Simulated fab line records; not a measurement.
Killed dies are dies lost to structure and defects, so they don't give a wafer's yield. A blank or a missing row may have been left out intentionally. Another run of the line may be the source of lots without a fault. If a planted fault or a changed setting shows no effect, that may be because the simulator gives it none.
The tool behind it: which one? ; flow n5_finfet ; 9 lots, 26 wafers sampled, at 8 steps of a route of 1938

WHAT THE GAUGES READ, wafer by wafer
N5_PMOS_HMC_CHANNEL_EPI_INSPECT_11: inspects for defects (macro).
lot;measured;on;raw_defect_count
L491;day 2 00:52;defect_inspect-01;5 2 5
L493;day 2 11:23;defect_inspect-02;1 3 2
L494;day 2 18:17;defect_inspect-02;3 2 2
L497;day 3 11:10;defect_inspect-02;3 1 2
L500;day 4 06:22;defect_inspect-01;0 4 4
L504;day 5 05:19;defect_inspect-01;3 3 3
L506;day 5 17:16;defect_inspect-01;4 1
L512;day 7 04:53;defect_inspect-02;1 3 0
L513;day 7 11:36;defect_inspect-02;3 3 3

N5_FIN_SAQP_THK_MEAS_07.
lot;measured;on;thk_nm (nm)
L491;day 2 05:06;film_metro-01;60.0 61.1 60.6
L493;day 2 15:06;film_metro-02;59.2 58.6 60.3
L494;day 3 01:34;film_metro-02;60.5 60.4 61.7
L497;day 3 15:34;film_metro-01;58.5 59.6 60.6
L500;day 4 11:25;film_metro-02;59.2 59.6 60.6
L504;day 5 09:13;film_metro-02;100.2 58.5 60.4
L506;day 5 21:11;film_metro-01;100.7 60.5
L512;day 7 08:56;film_metro-01;58.5 60.8 60.7
L513;day 7 16:34;film_metro-01;60.4 60.4 59.1

N5_FIN_SAQP_INSPECT_40: inspects for defects (brightfield).
lot;measured;on;raw_defect_count
L491;day 2 10:53;defect_inspect-02;251 146 195
L493;day 2 20:38;defect_inspect-02;128 151 241
L494;day 3 06:58;defect_inspect-01;316 125 161
L497;day 3 22:17;defect_inspect-02;208 171 166
L500;day 4 16:48;defect_inspect-01;181 195 162
L504;day 5 13:59;defect_inspect-01;1869 392 325
L506;day 6 02:04;defect_inspect-01;1961 199
L512;day 7 14:07;defect_inspect-01;186 128 235
L513;day 7 21:22;defect_inspect-01;352 244 275

N5_BEOL_M4_RC_MEAS_101.
lot;measured;on;DIBL_N (mV/V);DIBL_P (mV/V);IOFF_N (nA/um);IOFF_P (nA/um);ION_N (uA/um);ION_P (uA/um);SS_N (mV/dec);SS_P (mV/dec);VT_N (mV);VT_P (mV)
L491;day 8 14:34;prober-01;36.8 36.2 37.5;37.7 35.5 37.9;0.16 0.14 0.17;0.26 0.24 0.28;687 669 689;483 466 482;72.0 71.4 71.9;74.3 73.4 73.8;247 251 246;-246 -245 -246
L493;day 8 21:13;prober-01;37.0 32.8 34.7;38.6 32.4 35.2;0.17 0.09 0.12;0.24 0.14 0.18;697 651 666;480 450 459;71.6 71.4 71.6;72.8 71.4 72.1;247 259 253;-249 -254 -249
L494;day 8 22:00;prober-01;36.8 38.7 37.2;36.0 38.6 37.3;0.17 0.21 0.18;0.23 0.28 0.26;683 687 692;464 473 480;71.3 72.1 71.9;73.0 74.0 74.4;251 247 248;-249 -245 -245
L497;day 9 07:28;prober-01;35.1 37.2 37.0;35.3 38.0 37.3;0.15 0.19 0.19;0.22 0.27 0.26;687 687 687;473 472 470;71.1 72.2 71.5;73.1 73.1 73.8;246 245 245;-248 -245 -247
L500;day 10 19:53;prober-01;36.9 32.6 36.2;38.9 32.7 38.4;0.18 0.11 0.19;0.25 0.16 0.25;673 675 692;462 461 472;72.5 70.8 72.3;73.3 72.4 73.1;247 258 246;-249 -254 -246
L504;day 11 02:31;prober-01;37.7 35.2;38.2 35.6;0.17 0.12;0.25 0.21;683 647;469 448;72.4 72.0;73.5 74.0;248 253;-251 -252
L506;day 12 05:16;prober-02;32.0;33.1;0.13;0.19;679;468;70.6;72.6;249;-250
L512;day 13 12:40;prober-01;38.2 38.9 34.8;37.6 41.0 34.9;0.17 0.22 0.12;0.22 0.31 0.19;663 688 654;455 470 460;72.4 72.6 71.5;73.6 74.6 73.9;254 244 257;-252 -246 -251
L513;day 13 13:46;prober-02;38.2 37.2 34.7;36.8 36.0 33.0;0.19 0.18 0.13;0.30 0.26 0.21;680 681 675;476 468 472;71.5 71.3 71.0;73.7 73.0 72.6;246 246 251;-242 -246 -248

TOOL THAT RAN EACH LOT (tool first, then ch and the chambers of the sampled wafers, then the start)
lot;N5_WELL_APT_EPI_41;N5_PMOS_HMC_CHANNEL_EPI_CMP_21;N5_FIN_SAQP_PECVD_06;N5_FIN_SAQP_MANDREL_ETCH_22
L491;epi_rpcvd-01 ch 0, day 1 23:38;cmp-03 ch 0,2,3, day 2 03:06;pecvd-01 ch 0,1, day 2 05:01;rie_si-02 ch 0,3, day 2 06:09
L493;epi_rpcvd-02 ch 0, day 2 10:20;cmp-03 ch 0,1,3, day 2 13:30;pecvd-03 ch 0,2, day 2 15:01;rie_si-05 ch 1,3, day 2 16:20
L494;epi_rpcvd-03 ch 0, day 2 17:10;cmp-03 ch 2,3, day 2 22:41;pecvd-02 ch 0,1, day 3 01:26;rie_si-02 ch 0,2,3, day 3 02:25
L497;epi_rpcvd-01 ch 0, day 3 10:08;cmp-03 ch 2,3, day 3 13:37;pecvd-03 ch 0,1,2, day 3 15:29;rie_si-03 ch 0,1,3, day 3 16:19
L500;epi_rpcvd-03 ch 0, day 4 05:20;cmp-03 ch 0,1,2, day 4 09:08;pecvd-02 ch 0,2, day 4 11:20;rie_si-03 ch 0,1,2, day 4 12:17
L504;epi_rpcvd-02 ch 0, day 5 04:29;cmp-04 ch 0,3, day 5 07:22;pecvd-02 ch 0,1,2, day 5 09:08;rie_si-03 ch 0,3, day 5 10:01
L506;epi_rpcvd-02 ch 0, day 5 16:34;cmp-04 ch 1,2, day 5 19:20;pecvd-02 ch 1,2, day 5 21:07;rie_si-02 ch 0,3, day 5 22:02
L512;epi_rpcvd-02 ch 0, day 7 03:59;cmp-04 ch 0,2,3, day 7 07:07;pecvd-03 ch 0,1,2, day 7 08:50;rie_si-05 ch 0,1, day 7 09:59
L513;epi_rpcvd-03 ch 0, day 7 10:40;cmp-03 ch 1,2,3, day 7 14:34;pecvd-03 ch 1,2, day 7 16:29;rie_si-03 ch 1,2,3, day 7 17:26
- N5_WELL_APT_EPI_41: deposits Si from SiH4/H2, target thk 50 nm, time 297.7 s.
- N5_PMOS_HMC_CHANNEL_EPI_CMP_21: polishes SiGe30, target thk 54 nm.
- N5_FIN_SAQP_PECVD_06: deposits a-Si from SiH4/He, target thk 60 nm, time 48.1 s.
- N5_FIN_SAQP_MANDREL_ETCH_22: etches a-Si in HBr/Cl2, stops on SiNx, target depth 60 nm, bt time 10 s, time 30 s.

AS READ BY THE TOOLS THEMSELVES (means over the sampled wafers that have a number; for cases with no such wafer, the mark the record gives instead)
N5_WELL_APT_EPI_41.
lot;tool;throttle_valve_pct (%)
L491;epi_rpcvd-01;11.9
L493;epi_rpcvd-02;11.7
L494;epi_rpcvd-03;10.9
L497;epi_rpcvd-01;11.8
L500;epi_rpcvd-03;10.8
L504;epi_rpcvd-02;11.5
L506;epi_rpcvd-02;11.7
L512;epi_rpcvd-02;11.5
L513;epi_rpcvd-03;10.8

N5_PMOS_HMC_CHANNEL_EPI_CMP_21.
lot;tool;motor_current_A (A);pad_life_wafers;retaining_ring_pressure_frac
L491;cmp-03;12.8;530;1.000
L493;cmp-03;12.5;620;1.002
L494;cmp-03;12.7;673;0.995
L497;cmp-03;12.8;792;1.006
L500;cmp-03;12.1;956;1.003
L504;cmp-04;11.6;865;0.997
L506;cmp-04;12.1;950;1.002
L512;cmp-04;11.8;1232;1.002
L513;cmp-03;12.7;1556;1.004

N5_FIN_SAQP_PECVD_06.
lot;tool;heater_power_w (W);showerhead_plenum_p_Torr (Torr);throttle_valve_pct (%)
L491;pecvd-01;936;5.73;19.0
L493;pecvd-03;722;5.66;18.0
L494;pecvd-02;793;5.71;18.2
L497;pecvd-03;769;5.63;18.0
L500;pecvd-02;758;5.64;16.8
L504;pecvd-02;752;5.69;18.2
L506;pecvd-02;771;5.68;18.8
L512;pecvd-03;790;5.64;17.9
L513;pecvd-03;764;5.60;16.6

N5_FIN_SAQP_MANDREL_ETCH_22.
lot;tool;drypump_motor_current_A (A);oes_product_au (a.u.);throttle_valve_pct (%)
L491;rie_si-02;5.8;0.767;35.0
L493;rie_si-05;6.1;0.759;35.3
L494;rie_si-02;5.8;0.768;35.2
L497;rie_si-03;5.7;0.767;35.1
L500;rie_si-03;5.9;0.766;34.8
L504;rie_si-03;5.4;0.828;34.8
L506;rie_si-02;5.9;0.888;34.9
L512;rie_si-05;6.1;0.774;35.2
L513;rie_si-03;5.7;0.773;35.1

THE ANSWER, worked out from the rows above alone
Rule: usual is defined by the lots themselves. The widest of any qualifying gaps counts: lots, ordered by their means at a reading, are off when they make up no more than a third of the lots, leave a main group of 4 or more, and stand apart from it by 3 or more times the standard deviation of that group's means. If all means in a main group match to the digits the tables above print for the reading, that group is not used. Also off: a lot with no number at a reading for which 4 or more lots have one. All remaining lots with rows at the step are treated as sound. The gauges are gone through in route order, then the tools' own readings, and for those a lot's mean is taken as printed above. At the first step where some lot is off, the reading lying furthest off is the one used; lots without a number count as furthest.
Off: L504, L506, at N5_FIN_SAQP_THK_MEAS_07 (thk_nm). The main group: mean 60.0 nm, standard deviation 0.49.
If a tool, at a process step before that reading, ran all the lots that are off and no sound lot after the first of them, it fits. The gauges at N5_FIN_SAQP_THK_MEAS_07 aren't tried: what is off there is off at N5_FIN_SAQP_INSPECT_40 too, on other tools, and a gauge's error can't cause that. One candidate fits, namely pecvd-02 at N5_FIN_SAQP_PECVD_06. Its last sound lot is L500 (day 4 11:20), its first lot that is off L504 (day 5 09:08): a fault that began between those two fits.

WHAT HAD BEEN PUT IN BY THE SIMULATOR
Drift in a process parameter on pecvd-02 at N5_FIN_SAQP_PECVD_06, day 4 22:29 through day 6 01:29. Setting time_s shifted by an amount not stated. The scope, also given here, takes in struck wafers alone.
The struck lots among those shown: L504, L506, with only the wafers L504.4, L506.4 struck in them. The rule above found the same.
